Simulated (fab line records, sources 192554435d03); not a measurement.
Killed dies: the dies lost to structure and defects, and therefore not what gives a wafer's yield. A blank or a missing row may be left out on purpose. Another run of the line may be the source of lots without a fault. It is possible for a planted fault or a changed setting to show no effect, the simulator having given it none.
Matching of chambers | flow n5_finfet | 4 sister chambers for N5_GATE_CUT_ETCH_37 on rie_diel-02
The step etches SOC in N2/H2, target depth 60 nm, overetch 12 nm, time 90 s. 14 wafers are shown with their chamber, then 7 later ones without.

## EACH WAFER AND ITS CHAMBER
wafer  | chamber | showerhead_plenum_p_Torr (Torr) | oes_product_au (a.u.) | throttle_valve_pct (%)
L075.1 | 1       | 2.61                            | 0.61                  | 17.90
L075.4 | 0       | 2.65                            | 0.69                  | 18.20
L075.6 | 1       | 2.61                            | 0.61                  | 17.91
L080.1 | 2       | 2.53                            | 0.63                  | 17.78
L080.2 | 0       | 2.65                            | 0.68                  | 18.20
L080.3 | 1       | 2.60                            | 0.61                  | 17.91
L080.4 | 3       | 2.71                            | 0.85                  | 17.71
L080.5 | 0       | 2.65                            | 0.69                  | 18.20
L080.6 | 3       | 2.71                            | 0.84                  | 17.72
L083.1 | 2       | 2.53                            | 0.63                  | 17.81
L083.2 | 0       | 2.65                            | 0.69                  | 18.20
L083.3 | 3       | 2.71                            | 0.83                  | 17.72
L084.3 | 0       | 2.65                            | 0.69                  | 18.21
L084.4 | 3       | 2.71                            | 0.83                  | 17.74

SIGNATURES, as means of the wafers listed above
reading                  | chamber 0 | chamber 1 | chamber 2 | chamber 3 | scatter within a chamber
showerhead_plenum_p_Torr | 2.6500    | 2.6067    | 2.5300    | 2.7100    | 0.00258
oes_product_au           | 0.6880    | 0.6100    | 0.6300    | 0.8375    | 0.00596
throttle_valve_pct       | 18.2020   | 17.9067   | 17.7950   | 17.7225   | 0.0104
Rule: for each reading, subtract the chamber's mean from the wafer's reading, divide by that reading's scatter and square the result; add these up over the readings and take the root, which gives the wafer's distance from the chamber. The wafer belongs to the nearest chamber; if the next one is less than 2 further off, it can't be placed. The scatter: take each reading less its chamber's mean, square it, sum over the shown wafers, divide by the number of wafers less the number of chambers, and take the root.

## WAFERS WHOSE CHAMBER IS MISSING
wafer  | showerhead_plenum_p_Torr (Torr) | oes_product_au (a.u.) | throttle_valve_pct (%)
L084.6 | 2.65                            | 0.68                  | 18.21
L089.2 | 2.71                            | 0.82                  | 17.75
L089.3 | 2.60                            | 0.84                  | 17.55
L089.5 | 2.64                            | 0.67                  | 18.22
L091.1 | 2.53                            | 0.62                  | 17.82
L091.4 | 2.60                            | 0.82                  | 17.57
L091.6 | 2.70                            | 0.80                  | 17.75

## WHICH CHAMBER EACH WENT THROUGH
wafer  | from the rows above     | in truth
L084.6 | 0                       | 0
L089.2 | 3                       | 3
L089.3 | 3                       | 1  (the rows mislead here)
L089.5 | 0                       | 0
L091.1 | 2                       | 2
L091.4 | can't be placed: 3 or 2 | 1
L091.6 | 3                       | 3
Correctly placed: 5 of 7. Unplaceable from these rows: 1, with the true chamber sitting among the candidates in 0. 1 placed wrongly.
